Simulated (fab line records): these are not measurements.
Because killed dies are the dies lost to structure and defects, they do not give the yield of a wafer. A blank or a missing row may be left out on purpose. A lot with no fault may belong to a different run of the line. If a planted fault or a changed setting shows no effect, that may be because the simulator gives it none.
The tool behind it: which one? -- flow nand harc -- 24 lots with 72 wafers sampled at 4 steps, on a route of 1302 steps

== WHAT EACH GAUGE READ, for each wafer ==
NHARC_A_SLIT_CD_MEAS_09: the cd target is 300 nm.
lot,measured,on,cd nm (nm)
L075,day 20 04:16,cd sem-02,299.2 299.7 299.7
L074,day 20 05:07,cd sem-03,299.9 299.6 300.0
L076,day 20 17:37,cd sem-02,300.0 300.2 300.3
L078,day 21 00:40,cd sem-01,299.2 298.9 299.3
L080,day 21 14:26,cd sem-03,300.7 300.1 299.9
L079,day 21 14:46,cd sem-01,299.8 299.4 299.6
L077,day 21 17:26,cd sem-01,299.8 299.9 300.1
L081,day 22 11:23,cd sem-01,299.4 300.3 299.5
L082,day 22 11:53,cd sem-03,300.2 300.5 300.1
L083,day 23 06:49,cd sem-02,300.7 300.6 300.2
L085,day 23 23:22,cd sem-01,299.7 300.0 300.2
L084,day 23 23:31,cd sem-02,300.2 300.4 300.7
L086,day 24 13:03,cd sem-03,300.5 299.7 300.0
L089,day 25 11:45,cd sem-01,300.4 300.9 300.4
L090,day 25 13:12,cd sem-01,298.8 298.8 298.6
L087,day 25 13:35,cd sem-03,299.8 300.6 300.6
L088,day 25 15:38,cd sem-02,300.1 300.0 300.7
L092,day 27 10:02,cd sem-03,300.1 300.4 299.8
L093,day 27 10:43,cd sem-02,300.5 299.9 300.6
L091,day 27 13:08,cd sem-03,300.4 299.8 299.7
L094,day 28 08:49,cd sem-01,299.1 299.0 299.9
L096,day 28 13:05,cd sem-03,299.6 299.8 299.3
L095,day 28 13:22,cd sem-02,299.1 300.0 299.5
L097,day 29 06:18,cd sem-01,300.1 299.8 300.1

NHARC_A_WL_FILL_INSPECT_15.
lot,measured,on,raw defect count
L075,day 21 14:58,defect inspect-01,467 458 311
L074,day 21 11:52,defect inspect-02,428 356 482
L076,day 22 09:34,defect inspect-02,393 407 389
L078,day 22 09:39,defect inspect-02,564 661 754
L080,day 22 21:37,defect inspect-01,455 457 586
L079,day 22 21:37,defect inspect-02,485 473 520
L077,day 23 01:46,defect inspect-02,528 484 660
L081,day 23 18:26,defect inspect-02,513 477 528
L082,day 23 22:05,defect inspect-01,493 494 442
L083,day 24 14:09,defect inspect-02,412 504 559
L085,day 25 07:20,defect inspect-02,559 511 470
L084,day 25 07:19,defect inspect-01,323 339 384
L086,day 25 23:59,defect inspect-01,533 505 710
L089,day 26 19:37,defect inspect-01,337 395 473
L090,day 26 22:53,defect inspect-01,423 528 459
L087,day 26 22:54,defect inspect-02,497 422 396
L088,day 26 23:03,defect inspect-02,471 516 430
L092,day 28 18:57,defect inspect-01,437 562 432
L093,day 28 18:49,defect inspect-01,484 427 483
L091,day 29 01:40,defect inspect-02,538 377 399
L094,day 29 20:18,defect inspect-01,396 473 316
L096,day 29 20:08,defect inspect-02,412 478 394
L095,day 29 23:13,defect inspect-01,556 602 623
L097,day 30 14:03,defect inspect-02,512 501 614

NHARC_A_CONTACT_CD_MEAS_42: the cd target is 300 nm.
lot,measured,on,cd nm (nm)
L075,day 21 22:30,cd sem-03,299.6 300.2 300.2
L074,day 21 20:55,cd sem-01,299.5 300.0 300.2
L076,day 22 16:13,cd sem-03,300.8 300.2 300.8
L078,day 22 16:22,cd sem-01,299.2 299.3 299.4
L080,day 23 03:25,cd sem-02,300.4 300.2 301.0
L079,day 23 03:16,cd sem-03,299.7 299.8 299.6
L077,day 23 11:05,cd sem-01,300.0 299.7 299.7
L081,day 24 02:14,cd sem-01,300.8 300.1 300.6
L082,day 24 09:16,cd sem-03,299.3 299.9 300.0
L083,day 24 20:32,cd sem-02,300.0 300.3 300.3
L085,day 25 17:50,cd sem-02,299.6 300.0 300.0
L084,day 25 17:17,cd sem-03,300.0 300.0 299.8
L086,day 26 05:38,cd sem-02,299.2 299.8 299.7
L089,day 27 01:23,cd sem-01,300.0 300.8 300.4
L090,day 27 04:34,cd sem-02,300.5 300.1 300.5
L087,day 27 05:08,cd sem-02,300.0 300.2 299.4
L088,day 27 05:35,cd sem-01,300.3 300.1 300.2
L092,day 29 02:40,cd sem-01,300.2 300.0 300.5
L093,day 29 00:47,cd sem-01,298.6 299.2 299.1
L091,day 29 08:49,cd sem-01,299.8 299.7 299.6
L094,day 30 04:14,cd sem-02,300.0 300.0 300.1
L096,day 30 03:17,cd sem-01,300.6 299.7 299.9
L095,day 30 07:37,cd sem-03,299.2 299.5 299.9
L097,day 30 19:35,cd sem-03,300.0 300.2 299.9

== EACH LOT AND THE TOOL THAT RAN IT (in order: tool; ch and the chambers of the sampled wafers; start) ==
lot,NHARC_A_SLIT_ETCH_17
L075,"har etch-02 ch 1, day 20 06:19"
L074,"har etch-01 ch 0,1, day 20 06:33"
L076,"har etch-02 ch 0, day 20 22:22"
L078,"har etch-02 ch 0, day 21 02:58"
L080,"har etch-02 ch 0,1, day 21 15:52"
L079,"har etch-01 ch 0,1, day 21 16:47"
L077,"har etch-02 ch 0,1, day 21 19:41"
L081,"har etch-02 ch 0,1, day 22 12:50"
L082,"har etch-01 ch 0,1, day 22 13:19"
L083,"har etch-02 ch 0,1, day 23 09:28"
L085,"har etch-01 ch 1, day 24 00:49"
L084,"har etch-02 ch 0,1, day 24 00:58"
L086,"har etch-01 ch 0, day 24 14:30"
L089,"har etch-02 ch 0,1, day 25 15:01"
L090,"har etch-01 ch 0,1, day 25 15:16"
L087,"har etch-02 ch 1, day 25 18:13"
L088,"har etch-01 ch 0,1, day 25 19:08"
L092,"har etch-02 ch 0,1, day 27 13:10"
L093,"har etch-01 ch 0,1, day 27 15:33"
L091,"har etch-02 ch 0,1, day 27 16:58"
L094,"har etch-01 ch 0,1, day 28 11:28"
L096,"har etch-02 ch 0,1, day 28 15:44"
L095,"har etch-01 ch 0,1, day 28 15:24"
L097,"har etch-02 ch 0, day 29 07:59"
- NHARC_A_SLIT_ETCH_17: etches the open film in C4F8/O2/Ar, time 4254.5 s, target depth 20300 nm.

== WHAT THE TOOLS THEMSELVES READ (means of the sampled wafers that have a number; where no wafer has one, the mark that the record gives instead) ==
NHARC_A_SLIT_ETCH_17.
lot,tool,drypump motor current A (A),showerhead plenum p Torr (Torr),throttle valve pct (%)
L075,har etch-02,5.0,3.92,32.051
L074,har etch-01,6.5,3.65,32.046
L076,har etch-02,6.3,3.69,32.043
L078,har etch-02,6.3,3.69,32.037
L080,har etch-02,5.4,3.84,32.041
L079,har etch-01,6.3,3.63,32.056
L077,har etch-02,5.9,3.76,32.048
L081,har etch-02,5.9,3.75,32.042
L082,har etch-01,6.3,3.62,32.042
L083,har etch-02,5.4,3.83,32.049
L085,har etch-01,6.7,3.62,32.050
L084,har etch-02,5.4,3.82,32.059
L086,har etch-01,6.2,3.61,32.038
L089,har etch-02,5.4,3.81,32.036
L090,har etch-01,6.3,3.60,32.051
L087,har etch-02,5.0,3.87,32.047
L088,har etch-01,6.5,3.60,32.044
L092,har etch-02,5.9,3.71,32.048
L093,har etch-01,6.5,3.59,32.053
L091,har etch-02,5.9,3.71,32.045
L094,har etch-01,6.3,3.58,32.045
L096,har etch-02,5.4,3.79,32.048
L095,har etch-01,6.5,3.58,32.047
L097,har etch-02,6.3,3.63,32.034

== THE ANSWER, worked out from the rows above alone ==
Rule: the lots themselves supply what counts as usual. Put in order of their means at a reading, lots are off if they are a third of the lots or fewer, leave a main group of 4 or more, and stand apart from it by a gap of 3 or more times the standard deviation of the main group's means; of several such gaps the widest counts. Not used: any main group whose means are identical at the precision the tables above print for the reading. Also off: a lot with no number at a reading for which 4 or more lots have one. Where the step has rows for the other lots, those lots are counted as sound. Order of review: gauges by route order, followed by the tools' own readings, for which a lot's mean as printed above is used. At the first step where some lot is off, the reading lying furthest off is the one used; lots without a number count as furthest.
No lot is off on any of the readings shown, so nothing can be concluded from this.

== WHAT HAD BEEN PUT IN BY THE SIMULATOR ==
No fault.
